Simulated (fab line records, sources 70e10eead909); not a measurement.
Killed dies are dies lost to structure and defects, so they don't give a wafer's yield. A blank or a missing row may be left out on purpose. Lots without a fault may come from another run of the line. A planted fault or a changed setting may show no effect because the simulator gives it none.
Chamber matching | flow nand_harc | NHARC_A_BONDPAD_CMP_29 on cmp-01: 4 sister chambers
The step polishes SiCN, target thk 200 nm. 8 wafers are shown with their chamber, then 12 later ones without.

WAFERS WITH THEIR CHAMBER
wafer  | chamber | motor_current_A (A)
L085.1 | 1       | 14.9
L085.6 | 2       | 11.1
L087.3 | 1       | 15.1
L087.1 | 2       | 10.9
L088.5 | 0       | 12.2
L090.1 | 3       | 12.1
L090.4 | 0       | 12.2
L090.5 | 3       | 11.6

WAFERS WITHOUT THEIR CHAMBER
wafer  | motor_current_A (A)
L091.1 | 11.9
L091.3 | 14.9
L091.5 | 14.5
L096.2 | 10.4
L096.4 | 11.3
L096.5 | 12.6
L096.1 | 12.1
L096.3 | 15.3
L096.6 | 10.7
L095.4 | 11.8
L095.5 | 11.5
L095.6 | 12.0

WHICH CHAMBER EACH WENT THROUGH
wafer  | from the rows above          | in truth
L091.1 | can't be placed: 3 or 0      | 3
L091.3 | 1                            | 1
L091.5 | 1                            | 1
L096.2 | 2                            | 2
L096.4 | can't be placed: 2 or 3      | 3
L096.5 | can't be placed: 0 or 3      | 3
L096.1 | can't be placed: 0 or 3      | 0
L096.3 | 1                            | 1
L096.6 | 2                            | 2
L095.4 | can't be placed: 3 or 0      | 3
L095.5 | can't be placed: 3 or 2 or 0 | 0
L095.6 | can't be placed: 3 or 0      | 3
Placed correctly: 5 of 12. Can't be placed from these rows: 7 (the true chamber is among the candidates in 7). Placed wrongly: 0.
How it was worked out, from the rows above alone: a wafer's distance from a chamber is the root of the sum, over the readings, of the square of ((its reading less the chamber's mean) divided by the reading's scatter). The wafer belongs to the nearest chamber; if the next one is less than 2 further off, it can't be placed. A chamber's mean is the mean of its shown wafers. The scatter: the root of (the sum of the squares of (reading less its chamber's mean) over the shown wafers, divided by (wafers less chambers)).
